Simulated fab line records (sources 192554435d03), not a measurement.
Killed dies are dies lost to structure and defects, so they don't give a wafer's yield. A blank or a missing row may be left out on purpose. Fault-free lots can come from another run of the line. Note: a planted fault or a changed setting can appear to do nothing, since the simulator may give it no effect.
Struck lot and sound lot, side by side | flow n5 finfet | 15 out of 1938 route steps
Sound: these wafers, L533.1, L533.3, L533.4. Wafers L537.2, L537.4, L537.6 were the ones struck. Last of all comes the cause.
For every step that has rows: the tool of each side, followed by ch and its chambers, followed by its first start. Under that, the readings that differ: sound wafers | struck wafers | difference of the means | sigmas: that difference in standard deviations of wafers without a fault.
alike: words and numbers the same on both sides, and readings whose means are apart by under 2 such deviations; not compared: readings that were withheld, readings missing a value for some wafer, numbers with overlapping values and no deviation given by the record, and bounds like >300 which may hide the same value.
The two part at a step that has a row with sigmas, a row that says differs or no value, or rows on one side only. Numbers that have no deviation but don't overlap get no sigmas and don't part them. A reading that every wafer of one side lacks parts them only if that side has two wafers or more.

N5_BEOL_M7_OVL_MEAS_29:
  sound on overlay-01 ch 0, day 9 09:04; struck on overlay-02 ch 0, day 10 18:31
  alike: V6_OVL
N5_BEOL_M7_INSPECT_30: inspects for defects (brightfield).
  sound: defect inspect-02 at day 9 09:08; struck: defect inspect-01 at day 10 18:34
  alike: raw defect count
N5_BEOL_M7_DESCUM_33: chemistry O2, time 7 s.
  sound on rie diel-02 ch 1,3, day 9 09:10; struck on rie diel-05 ch 0,1,2, day 10 18:36
  alike: drypump motor current A, oes product au, rf vpp V, showerhead plenum p Torr, throttle valve pct
  not compared: rf hours counter h
N5_BEOL_M7_ETCH_72: etches underlayer in N2/H2, target depth 6.5 nm, time 5.2 s.
  sound on rie diel-02 ch 1,3, day 9 09:11; struck on rie diel-05 ch 0,1,2, day 10 18:38
  reading            | sound             | struck            | difference | sigmas
  rf fwd power W (W) | 817.1 815.3 816.6 | 819.4 823.3 822.7 | +5.5       | +2
  alike: drypump motor current A, etch rf on time s, oes product au, rf vpp V, showerhead plenum p Torr, throttle valve pct
  not compared: rf hours counter h
N5_BEOL_M7_ETCH_65: etches SiARC in CF4, target depth 15.6 nm, time 26 s.
  sound on rie diel-02 ch 1,3, day 9 09:13; struck on rie diel-05 ch 0,1,2, day 10 18:40
  alike: drypump motor current A, etch rf on time s, oes product au, rf fwd power W, rf vpp V, showerhead plenum p Torr, throttle valve pct
  not compared: rf hours counter h
N5_BEOL_M7_ETCH_66: etches SOC in N2/H2, target depth 80 nm, overetch 16 nm, time 120 s.
  sound on rie diel-02 ch 1,3, day 9 09:14; struck on rie diel-05 ch 0,1,2, day 10 18:41
  reading            | sound             | struck            | difference | sigmas
  rf fwd power W (W) | 838.6 839.0 841.8 | 830.6 832.9 836.6 | -6.4       | -2
  alike: drypump motor current A, oes product au, rf vpp V, showerhead plenum p Torr, throttle valve pct
  not compared: rf hours counter h
then, 6 steps without rows for these wafers: N5_BEOL_M7_STRIP_69 (strips in N2/H2); N5_BEOL_M7_STRIP_73 (strips in N2/H2); N5_BEOL_M7_VIA_ETCH_34 (etches SiCOH lowk in C4F6/O2, target depth 125.5 nm, time 50.5 s); N5_BEOL_M7_STRIP_76 (strips in C4F6/O2); N5_BEOL_M7_STRIP_36 (strips in N2/H2); N5_BEOL_M7_TRENCH_ETCH_37 (etches SiCOH lowk in C4F6/O2, target depth 93.478 nm, time 31.2 s).
N5_BEOL_M7_ETCH_41: etches SiCN in CH3F/O2, target depth 31.9 nm, time 57.8 s.
  sound on rie diel-02 ch 1,3, day 9 09:28; struck on rie diel-05 ch 0,1,2, day 10 18:55
  reading                  | sound             | struck            | difference | sigmas
  rf fwd power W (W)       | 392.8 390.8 392.4 | 297.1 293.1 299.0 | -95.6      | -53
  rf vpp V (V)             | 296.9 296.1 295.8 | 323.1 327.4 325.1 | +28.9      | +18
  model.etch.depth nm (nm) | 21.67 21.98 21.94 | 19.6 19.72 19.48  | -2.3       |
  alike: drypump motor current A, oes product au, showerhead plenum p Torr, throttle valve pct
  not compared: rf hours counter h
N5_BEOL_M7_STRIP_80: strips in N2/H2, time 10 s.
  sound on rie diel-02 ch 1,3; struck on rie diel-05 ch 0,1,2
  alike: drypump motor current A, oes product au, rf vpp V, showerhead plenum p Torr, throttle valve pct
  not compared: rf hours counter h
then, 1 step without rows for these wafers: N5_PASSIVATION_PROBE_49.

WHERE THEY PART
First at N5_BEOL_M7_ETCH_72; last, within this record, at N5_BEOL_M7_ETCH_41. Later steps at which nothing parts them and some readings are alike: N5_BEOL_M7_STRIP_80.

WHY: what had been put in by the simulator
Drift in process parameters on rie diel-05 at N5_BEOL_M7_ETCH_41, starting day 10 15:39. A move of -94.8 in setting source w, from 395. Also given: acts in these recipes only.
